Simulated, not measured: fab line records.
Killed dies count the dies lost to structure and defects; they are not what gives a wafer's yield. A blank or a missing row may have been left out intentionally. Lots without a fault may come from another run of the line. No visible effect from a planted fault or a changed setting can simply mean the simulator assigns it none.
Struck lot and sound lot, side by side -- flow n5Finfet -- 16 steps out of a route of 1938
Sound: these wafers, L531.3, L531.5, L531.6. Struck: wafer L524.3 (left out: L524.1, L524.6 of the same lot, which were not struck); the cause appears at the end.
At each step with rows: each side's tool, then ch and its chambers, then its first start. Under that, the readings that differ: sound wafers -- struck wafers -- difference of the means -- sigmas: that difference in standard deviations of wafers without a fault.
alike: same words and numbers on both sides, and readings whose means sit less than 2 such deviations apart. not compared: any withheld reading, any reading some wafer has no value for, any bound like >300 that may hide the same value, and any number with overlapping values for which the record gives no deviation.
Wherever a step has rows on one side only, a row that says differs or no value, or a row with sigmas, the two part there. Non-overlapping numbers with no deviation appear without sigmas and do not part them. A reading that every wafer of one side lacks parts them only if that side has two wafers or more.

first, 1 step without rows for these wafers: N5_BEOL_M0_TRENCH_ETCH_107 (etches SiOC in C4F6/O2, target depth 32.8 nm, time 16.4 s).
N5_BEOL_M0_STRIP_142: strips in N2/H2, time 10 s.
  sound on rieDiel-03 ch 0,1, day 9 21:48; struck on rieDiel-01 ch 0, day 8 05:47
  alike: drypumpMotorCurrentA, oesProductAu, rfVppV, showerheadPlenumPTorr, throttleValvePct
  not compared: rfHoursCounterH
N5_BEOL_M0_OCD_MEAS_108:
  struck on ocd-02, day 8 05:52; sound on ocd-01, day 9 21:53
  alike: trenchDepthNm
then, 2 steps without rows for these wafers: N5_BEOL_M0_HM_STRIP_129 (strips TiN in peroxide tin strip, target depth 17 nm, time 108 s); N5_BEOL_M0_SRD_130 (time 30 s).
N5_BEOL_M0_ETCH_109: etches SiCN in CH3F/O2, target depth 8 nm, overetch 2.4 nm, time 27.4 s.
  sound on rieDiel-03 ch 0,1, day 9 22:00; struck on rieDiel-03 ch 3, day 8 06:19
reading,sound,struck,difference,sigmas
drypumpMotorCurrentA (A),5.5 5.6 5.4,6.5,+1.0,+2
oesProductAu (a.u.),0.76 0.81 0.75,0.61,-0.16,-2
  alike: rfVppV, showerheadPlenumPTorr, throttleValvePct
  not compared: rfHoursCounterH
then, 3 steps without rows for these wafers: N5_BEOL_M0_STRIP_139 (strips in post etch residue remover, time 60 s); N5_BEOL_M0_SRD_111 (time 30 s); N5_BEOL_M0_DEGAS_112 (time 60 s).
N5_BEOL_M0_PRE_CLEAN_113: time 30 s.
  struck on pvdSputter-01, day 8 06:31; sound on pvdSputter-01, day 9 22:13
  alike: heaterPowerW, susceptorTempC
then, 1 step without rows for these wafers: N5_BEOL_M0_ALD_136 (deposits TaN, pulse time 2 s, purge time 3 s, co reactant purge time 2 s).
N5_BEOL_M0_SURFACE_TREAT_137:
  struck on pvdSputter-02, day 8 08:09; sound on pvdSputter-03, day 9 22:34
  not compared: throttleValvePct
N5_BEOL_M0_CVD_115: deposits Co from CCTBA/H2, time 120 s.
  sound on cvdCo-02 ch 0,1,2, day 9 22:52; struck on cvdCo-01 ch 1, day 8 08:59
reading,sound,struck,difference,sigmas
runLengthS (s),143.4 142.7 142.6,236.1,+93.2,+99 or more
N5_BEOL_M0_SPUTTER_116: material Cu, target thk 4 nm, time 7.37 s.
  struck on pvdSputter-03, day 8 09:13; sound on pvdSputter-01, day 10 00:15
  alike: susceptorTempC, throttleValvePct
-- a jump in the record: the struck wafers' starts before and after are 4 days apart (it breaks off in module BEOL_M0 and resumes in module BEOL_M4, where the first step shown is number 1111 of the route) --
N5_BEOL_M4_RC_MEAS_101:
  sound on prober-01 ch 0, day 13 19:59; struck on prober-02 ch 0, day 12 09:36
  alike: DIBL_N, DIBL_P, IOFF_N, IOFF_P, ION_N, ION_P, SS_N, SS_P, VT_N, VT_P
N5_PASSIVATION_PROBE_49:
  sound wafers here have rows in the record (prober-02, day 18 17:27); struck ones have none

== WHERE THEY PART ==
Last at N5_PASSIVATION_PROBE_49 as far as this record goes, first at N5_BEOL_M0_ETCH_109.

WHY: what the simulator had put in
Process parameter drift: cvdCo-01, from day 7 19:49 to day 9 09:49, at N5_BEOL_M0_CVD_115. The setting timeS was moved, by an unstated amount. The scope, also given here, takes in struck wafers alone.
